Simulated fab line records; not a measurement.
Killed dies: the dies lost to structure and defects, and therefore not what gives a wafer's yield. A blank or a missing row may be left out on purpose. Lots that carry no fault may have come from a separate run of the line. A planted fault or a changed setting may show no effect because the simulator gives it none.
Which tool was responsible? | flow n5Finfet | Sampling: 9 lots, 27 wafers, 4 of 1938 route steps

WHAT THE GAUGES READ, wafer by wafer
N5_BEOL_M4_RC_MEAS_101.
lot  | measured     | on        | RS_PWELL (ohm/sq)
L914 | day 7 21:46  | prober-02 | - - -
L915 | day 8 15:26  | prober-02 | - - -
L917 | day 9 08:31  | prober-01 | 3044 3046 3046
L924 | day 11 11:02 | prober-02 | 3034 3025 3020
L925 | day 11 16:23 | prober-02 | 3021 3026 3015
L928 | day 12 01:48 | prober-02 | 3030 3050 3036
L931 | day 12 20:54 | prober-01 | 3001 3023 2980
L933 | day 12 23:56 | prober-01 | 3043 3022 3052
L934 | day 13 21:09 | prober-02 | 3043 2995 3023

EACH LOT AND THE TOOL THAT RAN IT (in order: tool; ch and the chambers of the sampled wafers; start)
lot  | N5_WELL_APT_DESCUM_13            | N5_WELL_APT_STRIP_16              | N5_PMOS_HMC_CHANNEL_EPI_HM_DEP_34
L914 | rieDiel-04 ch 0,2,3, day 2 01:41 | wetBench-02 ch 3,5,6, day 2 02:10 | pecvd-04 ch 1,2, day 2 04:36
L915 | rieDiel-02 ch 0,1, day 2 07:48   | wetBench-02 ch 2,6,7, day 2 08:17 | pecvd-02 ch 0,1, day 2 10:55
L917 | rieDiel-04 ch 0,2, day 2 19:56   | wetBench-03 ch 0,1,5, day 2 20:25 | pecvd-03 ch 0,1,2, day 2 22:44
L924 | rieDiel-04 ch 1,2,3, day 4 13:53 | wetBench-02 ch 0,3,7, day 4 14:23 | pecvd-03 ch 0,1,2, day 4 17:11
L925 | rieDiel-04 ch 1,2,3, day 4 19:47 | wetBench-03 ch 1,5,6, day 4 20:18 | pecvd-02 ch 1,2, day 4 22:44
L928 | rieDiel-04 ch 0,2,3, day 5 14:06 | wetBench-04 ch 1,2,6, day 5 14:36 | pecvd-02 ch 0,1, day 5 17:02
L931 | rieDiel-02 ch 0,1,2, day 6 07:38 | wetBench-03 ch 0,3,4, day 6 08:08 | pecvd-04 ch 0,1,2, day 6 10:53
L933 | rieDiel-04 ch 0,1,2, day 6 19:50 | wetBench-03 ch 0,2,5, day 6 20:20 | pecvd-04 ch 1,2, day 6 23:13
L934 | rieDiel-02 ch 0,2,3, day 7 01:46 | wetBench-02 ch 0,2,5, day 7 02:16 | pecvd-02 ch 0,1, day 7 04:58
- N5_WELL_APT_DESCUM_13: chemistry O2, time 7.9 s.
- N5_WELL_APT_STRIP_16: strips in SPM, time 900 s.
- N5_PMOS_HMC_CHANNEL_EPI_HM_DEP_34: deposits SiO2 from TEOS/O2, target thk 36 nm, time 6.9 s.

THE ANSWER, worked out from the rows above alone
Rule: usual is defined by the lots themselves. Put in order of their means at a reading, lots are off if they are a third of the lots or fewer, leave a main group of 4 or more, and stand apart from it by a gap of 3 or more times the standard deviation of the main group's means; of several such gaps the widest counts. The tables above print the reading to a certain number of digits; a main group whose means all agree to those digits is not used. Also off: a lot with no number at a reading for which 4 or more lots have one. Any other lot the step has rows for is counted as sound.
Off: at N5_BEOL_M4_RC_MEAS_101 (RS_PWELL), L914, L915. Without a number there: L914, L915. Mean 3027 ohm/sq and standard deviation 14 in the main group.
A tool fits if, at a process step before that reading, it ran every lot that is off, and no sound lot after the first of them. Those tools and the gauges at N5_BEOL_M4_RC_MEAS_101 are tried in the same way. None of those tried fits.

WHAT HAD BEEN PUT IN BY THE SIMULATOR
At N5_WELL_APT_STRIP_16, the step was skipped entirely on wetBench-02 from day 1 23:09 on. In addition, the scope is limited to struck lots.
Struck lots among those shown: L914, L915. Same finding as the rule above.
